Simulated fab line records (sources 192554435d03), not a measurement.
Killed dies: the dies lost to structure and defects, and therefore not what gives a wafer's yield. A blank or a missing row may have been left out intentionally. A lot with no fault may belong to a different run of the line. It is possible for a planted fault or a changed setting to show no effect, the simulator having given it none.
What tool caused it? | flow n5Finfet | 38 wafers from 13 lots sampled at 4 of the route's 1938 steps

## WHAT THE GAUGES SHOWED, per wafer
N5_BEOL_M10_THK_MEAS_01.
lot  | measured     | on           | M10_ILD_THK (nm)
L568 | day 10 08:41 | filmMetro-02 | 267 272 270
L573 | day 11 22:47 | filmMetro-02 | 264 261 268
L572 | day 11 23:11 | filmMetro-01 | 270 268 270
L576 | day 12 10:56 | filmMetro-01 | 269 271 272
L575 | day 12 11:13 | filmMetro-01 | 264 269 267
L577 | day 12 14:42 | filmMetro-02 | 267 273 269
L581 | day 13 14:30 | filmMetro-02 | 264 266 270
L580 | day 13 15:32 | filmMetro-02 | 260 269 265
L583 | day 14 05:15 | filmMetro-01 | 258 263 269
L582 | day 14 10:20 | filmMetro-01 | 268 273 270
L588 | day 15 19:13 | filmMetro-01 | 264 268 265
L590 | day 15 20:44 | filmMetro-01 | 264 267 271
L591 | day 16 09:14 | filmMetro-02 | 262 270

N5_BEOL_M10_CD_MEAS_11: target cd 64.1 nm.
lot  | measured     | on       | cdNm (nm)
L568 | day 10 09:28 | cdSem-02 | 63.1 63.0 63.8
L573 | day 11 23:46 | cdSem-02 | 63.3 64.8 64.7
L572 | day 12 00:23 | cdSem-03 | 65.2 64.9 64.8
L576 | day 12 12:32 | cdSem-02 | 65.0 64.5 64.7
L575 | day 12 12:43 | cdSem-03 | 63.5 62.9 63.5
L577 | day 12 17:38 | cdSem-02 | 63.6 63.4 63.8
L581 | day 13 16:00 | cdSem-03 | 64.2 63.8 64.2
L580 | day 13 17:03 | cdSem-02 | 64.8 64.6 65.4
L583 | day 14 08:23 | cdSem-01 | 63.0 63.6 63.1
L582 | day 14 11:36 | cdSem-01 | 64.3 64.5 64.7
L588 | day 15 19:49 | cdSem-01 | 65.3 64.6 64.2
L590 | day 15 21:38 | cdSem-03 | 64.3 64.0 63.6
L591 | day 16 11:17 | cdSem-02 | 64.7 63.8

## TOOL THAT RAN EACH LOT (tool first, then ch and the chambers of the sampled wafers, then the start)
lot  | N5_BEOL_M10_CURE_71          | N5_BEOL_M10_COAT_05
L568 | uvCure-02 ch 2, day 10 08:20 | lithoTrack-05 ch 0, day 10 09:06
L573 | uvCure-01 ch 2, day 11 22:16 | lithoTrack-02 ch 0, day 11 23:25
L572 | uvCure-02 ch 1, day 11 22:46 | lithoTrack-02 ch 0, day 12 00:09
L576 | uvCure-01 ch 0, day 12 10:30 | lithoTrack-05 ch 0, day 12 12:11
L575 | uvCure-03 ch 2, day 12 10:51 | lithoTrack-03 ch 0, day 12 12:13
L577 | uvCure-03 ch 1, day 12 14:11 | lithoTrack-02 ch 0, day 12 17:17
L581 | uvCure-01 ch 0, day 13 13:59 | lithoTrack-05 ch 0, day 13 15:46
L580 | uvCure-02 ch 0, day 13 15:06 | lithoTrack-03 ch 0, day 13 16:41
L583 | uvCure-01 ch 1, day 14 04:16 | lithoTrack-05 ch 0, day 14 08:01
L582 | uvCure-02 ch 0, day 14 09:50 | lithoTrack-05 ch 0, day 14 11:22
L588 | uvCure-03 ch 0, day 15 18:52 | lithoTrack-02 ch 0, day 15 19:28
L590 | uvCure-01 ch 1, day 15 20:22 | lithoTrack-02 ch 0, day 15 21:23
L591 | uvCure-01 ch 0, day 16 08:48 | lithoTrack-02 ch 0, day 16 11:03
- N5_BEOL_M10_CURE_71: cures SiCOH lowk, time 240 s.
- N5_BEOL_M10_COAT_05: resist thk 90 nm.

## AS READ BY THE TOOLS THEMSELVES (means over the sampled wafers that have a number; for cases with no such wafer, the mark the record gives instead)
N5_BEOL_M10_CURE_71.
lot  | tool      | lampPowerPct (%) | wafer_temp_C_max
L568 | uvCure-02 | 52.39            | 386.2
L573 | uvCure-01 | 52.34            | 387.9
L572 | uvCure-02 | 52.33            | 387.0
L576 | uvCure-01 | 52.30            | 386.9
L575 | uvCure-03 | 52.31            | 386.7
L577 | uvCure-03 | 52.33            | 386.2
L581 | uvCure-01 | 52.38            | 387.0
L580 | uvCure-02 | 52.33            | 388.4
L583 | uvCure-01 | 52.35            | 386.8
L582 | uvCure-02 | 52.29            | 387.4
L588 | uvCure-03 | 52.32            | 385.8
L590 | uvCure-01 | 52.33            | 386.7
L591 | uvCure-01 | 52.29            | 386.6

N5_BEOL_M10_COAT_05.
lot  | tool          | spinSpeedRpm (rpm)
L568 | lithoTrack-05 | 1499.5
L573 | lithoTrack-02 | 1499.4
L572 | lithoTrack-02 | 1499.7
L576 | lithoTrack-05 | 1499.3
L575 | lithoTrack-03 | 1500.3
L577 | lithoTrack-02 | 1501.3
L581 | lithoTrack-05 | 1572.5
L580 | lithoTrack-03 | 1499.8
L583 | lithoTrack-05 | 1572.6
L582 | lithoTrack-05 | 1572.5
L588 | lithoTrack-02 | 1499.8
L590 | lithoTrack-02 | 1500.4
L591 | lithoTrack-02 | 1499.7

## THE ANSWER, worked out from the rows above alone
Rule: usual is defined by the lots themselves. The widest of any qualifying gaps counts: lots, ordered by their means at a reading, are off when they make up no more than a third of the lots, leave a main group of 4 or more, and stand apart from it by 3 or more times the standard deviation of that group's means. A main group is skipped when, at the precision printed for the reading in the tables above, its means are all equal. Also off: a lot with no number at a reading for which 4 or more lots have one. All remaining lots with rows at the step are treated as sound. First the gauges in route order, then the tools' own readings, where a lot's mean is used as printed above. The first step at which some lot is off is used, and at that step the reading that is off furthest; a lot without a number counts as furthest.
Off: L581, L583, L582 (N5_BEOL_M10_COAT_05, spinSpeedRpm). Main group: mean 1499.9 rpm, sd 0.57.
A tool fits if, at that step or a process step before it, it ran every lot that is off, and no sound lot after the first of them. One fits: N5_BEOL_M10_COAT_05 on lithoTrack-05. A fault onset in the window from L576 (day 12 12:11, its last sound lot) to L581 (day 13 15:46, its first lot off) fits.
The tool's own readings at N5_BEOL_M10_COAT_05 bear it out: on the lots that are off they differ by more than 5 times the standard deviation of the sound lots' means. spinSpeedRpm reads 1572.5 rpm there against 1499.9 rpm on the sound lots.

## WHAT THE SIMULATOR HAD INSERTED
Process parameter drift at N5_BEOL_M10_COAT_05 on lithoTrack-05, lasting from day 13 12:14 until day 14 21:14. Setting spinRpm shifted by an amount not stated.
Lots struck among those shown: L581, L583, L582. This agrees with what the rule above found.
